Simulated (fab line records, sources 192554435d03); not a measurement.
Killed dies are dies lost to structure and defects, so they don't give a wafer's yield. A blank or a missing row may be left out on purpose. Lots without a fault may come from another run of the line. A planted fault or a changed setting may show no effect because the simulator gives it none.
Split-lot experiment | flow n5_finfet | 7 lots, 21 wafers read, on a route of 1938 steps

THE SPLIT
At N5_BEOL_M14_ETCH_68 (etches SOC in N2/H2, time 450 s), the setting time_s was moved away from the recipe's 450 s on 5 of the 21 wafers read, by -20.3% to -15.0%. The other wafers ran this setting at the recipe's value.

The reading is taken at the split's own step.

THE READING
SiARC_of_BEOL_M14_COAT_66.thk_nm (the simulator's own value, which no gauge read), in nm, at N5_BEOL_M14_ETCH_68 (etches SOC in N2/H2, time 450 s). The file gives no usual value for it. The 16 wafers here that ran the recipe average 65.2 nm, standard deviation 0.99 nm.

wafer  | tool, chamber at the split | time_s as run, s | against the recipe | SiARC_of_BEOL_M14_COAT_66.thk_nm, nm | against lot-mates on the recipe
L075.1 | rie_diel-04, 2             | 450              | recipe             | 64.8                                 | -
L075.5 | rie_diel-04, 0             | 450              | recipe             | 63.6                                 | -
L075.6 | rie_diel-04, 3             | 450              | recipe             | 65.4                                 | -
L080.1 | rie_diel-04, 0             | 450              | recipe             | 64                                   | -
L080.3 | rie_diel-04, 1             | 450              | recipe             | 65.6                                 | -
L080.4 | rie_diel-04, 3             | 358.8            | -20.3%             | 74.2                                 | +9.4
L083.2 | rie_diel-04, 3,1           | 362.7            | -19.4%             | 74.2                                 | +8.6
L083.3 | rie_diel-04, 3,1           | 362.7            | -19.4%             | 74.2                                 | +8.6
L083.5 | rie_diel-04, 3             | 450              | recipe             | 65.6                                 | -
L081.1 | rie_diel-06, 2             | 382.7            | -15.0%             | 72.2                                 | +6.2
L081.5 | rie_diel-06, 2             | 382.7            | -15.0%             | 71.6                                 | +5.6
L081.6 | rie_diel-06, 3             | 450              | recipe             | 66                                   | -
L085.1 | rie_diel-01, 2             | 450              | recipe             | 66.4                                 | -
L085.3 | rie_diel-01, 1             | 450              | recipe             | 64.8                                 | -
L085.6 | rie_diel-01, 0             | 450              | recipe             | 65.6                                 | -
L088.1 | rie_diel-01, 0             | 450              | recipe             | 65.6                                 | -
L088.2 | rie_diel-01, 3             | 450              | recipe             | 64.2                                 | -
L088.3 | rie_diel-01, 2             | 450              | recipe             | 65.2                                 | -
L097.1 | rie_diel-04, 2             | 450              | recipe             | 63.8                                 | -
L097.5 | rie_diel-04, 3             | 450              | recipe             | 67.6                                 | -
L097.6 | rie_diel-04, 0             | 450              | recipe             | 65.4                                 | -
Where a row lists several chambers, the file gives one row for several wafers and doesn't say which wafer went through which chamber.

THE FIT
A straight line over all 21 wafers: SiARC_of_BEOL_M14_COAT_66.thk_nm changes by -0.453 nm for each +1% of time_s; r = -0.97; the points scatter about the line by 0.92 nm.
The same after taking each lot's own level away (the mean of its wafers on the recipe; 21 wafers): -0.436 nm for each +1%; r = -0.97; scatter 0.85 nm.
On that fit, the largest move of time_s shifts the reading by 8.8 nm.
The lots' own levels span 64.60 to 66.00 nm, that is 1.4 times the standard deviation above.
So the lot-to-lot level changes the slope little: the two slopes agree.
Check: with one of the wafers moved furthest among these (-20.3%) left out of the fit, the line predicts +8.62 nm for it against its lot-mates. It came out at +9.4 nm against them.

THE FILE'S OWN FIT
SiARC_of_BEOL_M14_COAT_66.thk_nm changes by -0.441 nm for each +1% of time_s, r = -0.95.
